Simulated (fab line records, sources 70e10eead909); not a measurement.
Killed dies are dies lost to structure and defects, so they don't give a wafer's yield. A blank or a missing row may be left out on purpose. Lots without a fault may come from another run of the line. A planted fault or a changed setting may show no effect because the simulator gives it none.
Chamber matching | flow nand_harc | NHARC_A_CHANNEL_FILL_D1_ALD_25 on ald_hk-03: 4 sister chambers
The step deposits SiOx, target thk 60 nm, pulse time 10 s, ald cycles 600. 24 wafers are shown with their chamber, then 12 later ones without.

WAFERS WITH THEIR CHAMBER
wafer  | chamber | heater_power_w (W) | precursor_pulse_height_rel
L075.3 | 1       | 451                | 0.957
L075.5 | 3       | 415                | 0.969
L075.6 | 0       | 505                | 1.004
L078.2 | 2       | 564                | 0.994
L078.5 | 2       | 580                | 0.965
L078.6 | 1       | 458                | 1.001
L079.1 | 2       | 574                | 1.006
L079.2 | 3       | 420                | 0.989
L079.6 | 1       | 449                | 1.017
L081.3 | 0       | 528                | 1.016
L081.4 | 2       | 579                | 1.028
L081.6 | 0       | 507                | 1.006
L084.4 | 3       | 429                | 0.988
L084.1 | 1       | 457                | 0.994
L084.5 | 3       | 431                | 1.003
L083.2 | 2       | 588                | 1.025
L083.4 | 3       | 423                | 0.986
L083.5 | 2       | 573                | 1.019
L086.1 | 1       | 437                | 0.986
L086.2 | 2       | 584                | 0.987
L086.3 | 3       | 421                | 1.044
L087.4 | 1       | 456                | 1.002
L087.5 | 1       | 462                | 1.007
L087.6 | 2       | 578                | 1.001

SIGNATURES (means of the wafers above)
reading                    | chamber 0 | chamber 1 | chamber 2 | chamber 3 | scatter within a chamber
heater_power_w             | 513.33    | 452.86    | 577.50    | 423.17    | 8.01
precursor_pulse_height_rel | 1.00867   | 0.99486   | 1.00313   | 0.99650   | 0.0209
Rule: a wafer's distance from a chamber is the root of the sum, over the readings, of the square of ((its reading less the chamber's mean) divided by the reading's scatter). The wafer belongs to the nearest chamber; if the next one is less than 2 further off, it can't be placed. The scatter: the root of (the sum of the squares of (reading less its chamber's mean) over the shown wafers, divided by (wafers less chambers)).

WAFERS WITHOUT THEIR CHAMBER
wafer  | heater_power_w (W) | precursor_pulse_height_rel
L091.2 | 588                | 1.004
L091.4 | 451                | 1.010
L091.6 | 509                | 1.015
L094.1 | 429                | 1.023
L094.4 | 490                | 0.998
L094.6 | 421                | 0.988
L096.2 | 497                | 1.001
L096.3 | 539                | 0.985
L096.5 | 482                | 0.983
L097.1 | 449                | 1.034
L097.2 | 499                | 0.997
L097.6 | 479                | 1.017

WHICH CHAMBER EACH WENT THROUGH
wafer  | from the rows above     | in truth
L091.2 | 2                       | 2
L091.4 | 1                       | 1
L091.6 | 0                       | 0
L094.1 | can't be placed: 3 or 1 | 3
L094.4 | can't be placed: 0 or 1 | 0
L094.6 | 3                       | 3
L096.2 | 0                       | 0
L096.3 | can't be placed: 0 or 2 | 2
L096.5 | can't be placed: 1 or 0 | 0
L097.1 | can't be placed: 1 or 3 | 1
L097.2 | 0                       | 0
L097.6 | can't be placed: 1 or 0 | 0
Placed correctly: 6 of 12. Can't be placed from these rows: 6 (the true chamber is among the candidates in 6). Placed wrongly: 0.
